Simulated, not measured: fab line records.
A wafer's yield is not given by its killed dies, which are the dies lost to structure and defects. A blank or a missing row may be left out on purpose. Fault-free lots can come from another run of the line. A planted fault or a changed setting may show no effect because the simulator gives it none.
Comparing a struck lot with a sound one || flow nand harc || 42 steps out of a route of 1302
Sound: these wafers, L843.3, L843.4, L843.5. Struck: wafers L849.2, L849.3, L849.4. The cause is named last.
Per side, at each step with rows, come the tool, then ch with its chambers, and then its first start. Under that, the readings that differ: sound wafers || struck wafers || difference of the means || sigmas: that difference in standard deviations of wafers without a fault.
alike: words and numbers the same on both sides, and readings whose means are apart by under 2 such deviations; not compared: readings that were withheld, readings missing a value for some wafer, numbers with overlapping values and no deviation given by the record, and bounds like >300 which may hide the same value.
The two part at a step that has a row with sigmas, a row that says differs or no value, or rows on one side only. Numbers that have no deviation but don't overlap get no sigmas and don't part them. A reading missing from all wafers of one side parts the sides only when that side holds two or more wafers.

NHARC_A_BONDPAD_INSPECT_23:
  sound on defect inspect-02 at day 28 04:28; struck on defect inspect-01 at day 30 01:41
  alike: raw defect count
then, 5 steps without rows for these wafers: NHARC_HYBRID_BOND_ACTIVATE_00 (chemistry N2, time 60 s); NHARC_HYBRID_BOND_PRECLEAN_01 (cleans in DIW, time 300 s); NHARC_HYBRID_BOND_SRD_02 (time 30 s, dry time 20 s); NHARC_HYBRID_BOND_BOND_03; NHARC_HYBRID_BOND_ANNEAL_04 (time 7200 s).
NHARC_HYBRID_BOND_OVL_MEAS_05:
  sound on overlay-01 at day 28 13:59; struck on overlay-02 at day 30 11:09
  alike: overlay x nm, overlay y nm
NHARC_HYBRID_BOND_INSPECT_06: inspects for defects (ir void).
  sound on defect inspect-02 at day 28 14:02; struck on defect inspect-02 at day 30 11:13
{"reading": "raw defect count", "sound": "120 120 125", "struck": "62 69 60", "difference": -58, "sigmas": -2}
then, 2 steps without rows for these wafers: NHARC_THIN_TSV_GRIND_00; NHARC_THIN_TSV_CMP_01 (polishes).
NHARC_THIN_TSV_THK_MEAS_02: measures by ir.
  sound on film metro-02 at day 28 15:40; struck on film metro-01 at day 30 12:50
  alike: thk nm
after that, 1 step had no rows for these wafers: NHARC_THIN_TSV_SRD_03.
NHARC_THIN_TSV_PRECLEAN_41: cleans in SC1.
  sound on wet bench-08 ch 0,6,7, day 28 15:45; struck on wet bench-08 ch 0,1,7, day 30 12:55
after that, 1 step had no rows for these wafers: NHARC_THIN_TSV_SRD_42.
NHARC_THIN_TSV_DEP_43: deposits SiO2, target thk 1328.5 nm.
  sound on pecvd-04 ch 0,1,2, day 28 15:59; struck on pecvd-02 ch 0,1, day 30 13:04
  alike: throttle valve pct
then, 8 steps without rows for these wafers: NHARC_THIN_TSV_DEHYDRATE_04 (time 120 s); NHARC_THIN_TSV_HMDS_05 (time 30 s); NHARC_THIN_TSV_COAT_06; NHARC_THIN_TSV_SOFTBAKE_07 (time 95 s); NHARC_THIN_TSV_EBR_08; NHARC_THIN_TSV_EXPOSE_09 (exposes mask TSV); NHARC_THIN_TSV_PEB_10 (peb time 85 s); NHARC_THIN_TSV_DEVELOP_11 (time 70 s).
NHARC_THIN_TSV_CD_MEAS_12: the cd target is 1000 nm.
  sound on cd sem-01 ch 0, day 28 16:44; struck on cd sem-02 ch 0, day 30 13:54
{"reading": "cd nm (nm)", "sound": "998.0 1000.4 997.0", "struck": "1002.6 1002.2 1001.5", "difference": "+3.6", "sigmas": "+2"}
then, 1 step without rows for these wafers: NHARC_THIN_TSV_HARDBAKE_13 (time 80 s).
NHARC_THIN_TSV_DESCUM_14: chemistry O2, time 3 s.
  sound on rie diel-09 ch 0,3, day 28 16:53; struck on rie diel-13 ch 0,2, day 30 14:04
  alike: chamber pressure mTorr, drypump motor current A, oes product au, rf vpp V, showerhead plenum p Torr, throttle valve pct
  not compared: rf hours counter h
then, 2 steps without rows for these wafers: NHARC_THIN_TSV_ETCH_44 (etches the open film in CF4/O2, target depth 1594.2 nm, time 797.1 s); NHARC_THIN_TSV_ETCH_15 (target depth 3000 nm, bosch target overetch cycles 2, bosch etch step 2.8 s).
NHARC_THIN_TSV_CD_MEAS_16:
  sound on cd sem-03 at day 28 17:41; struck on cd sem-03 at day 30 14:59
{"reading": "cd nm (nm)", "sound": "996.3 1001.6 995.3", "struck": "1002.4 1002.7 1001.8", "difference": "+4.6", "sigmas": "+2"}
then, 2 steps without rows for these wafers: NHARC_THIN_TSV_STRIP_45 (strips in O2); NHARC_THIN_TSV_STRIP_46 (strips in post etch residue remover, time 1200 s).
NHARC_THIN_TSV_DEP_47: deposits SiO2, target thk 200 nm.
  sound on pecvd-02 ch 0,1, day 28 18:37; struck on pecvd-03 ch 0,1, day 30 15:55
  alike: throttle valve pct
then, 3 steps without rows for these wafers: NHARC_THIN_TSV_ETCHBACK_48 (etches the open film in C4F8/Ar, target depth 1028.5 nm, time 405.17 s); NHARC_THIN_TSV_STRIP_62 (strips in N2/H2, time 20 s); NHARC_THIN_TSV_DEGAS_49 (time 120 s).
NHARC_THIN_TSV_PRE_CLEAN_50: time 30 s.
  sound on pvd sputter-03; struck on pvd sputter-03
  alike: heater power w
NHARC_THIN_TSV_PVD_19: deposits TaN, target thk 20 nm.
  sound on pvd sputter-03; struck on pvd sputter-03
  alike: throttle valve pct
then, 4 steps without rows for these wafers: NHARC_THIN_TSV_PVD_51 (deposits Cu, target thk 100 nm); NHARC_THIN_TSV_ECD_20 (material Cu, target thk 2000 nm); NHARC_THIN_TSV_ANNEAL_52 (time 90 s); NHARC_THIN_TSV_CMP_21 (polishes, t overpolish 30 s, target thk 2000 nm).
NHARC_END_SORT_01:
  sound on prober-01 ch 0, day 29 11:55; struck on prober-02 ch 0, day 31 05:58
{"reading": "defect limited yield (%)", "sound": "89.7 86.7 86.9", "struck": "78.6 83.3 85.1", "difference": -5.4, "sigmas": -2}
{"reading": "killed at other", "sound": "1 1 1", "struck": "102 59 44", "difference": "+67", "sigmas": "+61"}
{"reading": "killed dies", "sound": "70 90 89", "struck": "145 113 101", "difference": "+37", "sigmas": "+2"}
  alike: killed at array, killed at periphery, killed open, killed short

== WHERE THEY PART ==
First at NHARC_HYBRID_BOND_INSPECT_06; last, within this record, at NHARC_END_SORT_01.

WHY: whatever the simulator had introduced
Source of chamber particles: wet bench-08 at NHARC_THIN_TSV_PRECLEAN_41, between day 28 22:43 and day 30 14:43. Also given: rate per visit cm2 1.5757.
